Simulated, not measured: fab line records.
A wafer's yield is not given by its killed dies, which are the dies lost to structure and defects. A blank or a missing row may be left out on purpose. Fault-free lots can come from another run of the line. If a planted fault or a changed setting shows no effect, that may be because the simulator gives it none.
What tool caused it? | flow n5-finfet | 12 lots with 36 wafers sampled at 2 steps, on a route of 1938 steps

== WHAT THE GAUGES SHOWED, per wafer ==
N5_BEOL_M2_THK_MEAS_01.
lot  | measured     | on            | M2_ILD_THK (nm)
L075 | day 6 21:38  | film-metro-02 | 78.0 77.2 79.6
L077 | day 7 11:58  | film-metro-02 | 77.8 79.4 80.0
L080 | day 8 08:46  | film-metro-01 | 79.1 78.3 80.3
L082 | day 8 13:10  | film-metro-01 | 77.5 79.9 78.6
L083 | day 8 16:00  | film-metro-01 | 79.5 79.5 80.5
L085 | day 9 17:27  | film-metro-01 | 80.4 80.2 80.2
L086 | day 10 06:25 | film-metro-01 | 79.2 79.4 79.6
L089 | day 10 09:11 | film-metro-01 | 77.5 79.1 78.7
L091 | day 10 19:33 | film-metro-02 | 77.8 80.5 79.4
L093 | day 11 08:23 | film-metro-02 | 79.2 78.8 80.4
L095 | day 11 14:33 | film-metro-02 | 79.8 78.8 81.0
L097 | day 12 17:26 | film-metro-01 | 79.9 78.2 78.4

== WHICH TOOL RAN EACH LOT (tool, then ch and the chambers of the sampled wafers, then the start) ==
lot  | N5_BEOL_M1_ANNEAL_91
L075 | pvd-sputter-03, day 6 19:49
L077 | pvd-sputter-03, day 7 10:13
L080 | pvd-sputter-02, day 8 07:00
L082 | pvd-sputter-03, day 8 11:22
L083 | pvd-sputter-01, day 8 14:14
L085 | pvd-sputter-02, day 9 15:37
L086 | pvd-sputter-03, day 10 01:28
L089 | pvd-sputter-03, day 10 07:23
L091 | pvd-sputter-02, day 10 17:45
L093 | pvd-sputter-03, day 11 06:37
L095 | pvd-sputter-02, day 11 12:47
L097 | pvd-sputter-01, day 12 15:35
- N5_BEOL_M1_ANNEAL_91: time 240 s.

== THE ANSWER, worked out from the rows above alone ==
Rule: usual is defined by the lots themselves. Put in order of their means at a reading, lots are off if they are a third of the lots or fewer, leave a main group of 4 or more, and stand apart from it by a gap of 3 or more times the standard deviation of the main group's means; of several such gaps the widest counts. The tables above print the reading to a certain number of digits; a main group whose means all agree to those digits is not used. A lot without any number at a reading at which 4 lots or more have one is off too. The other lots that the step has rows for count as sound.
Nothing can be told from this: no lot is off at any reading shown.

== WHAT THE SIMULATOR PUT IN ==
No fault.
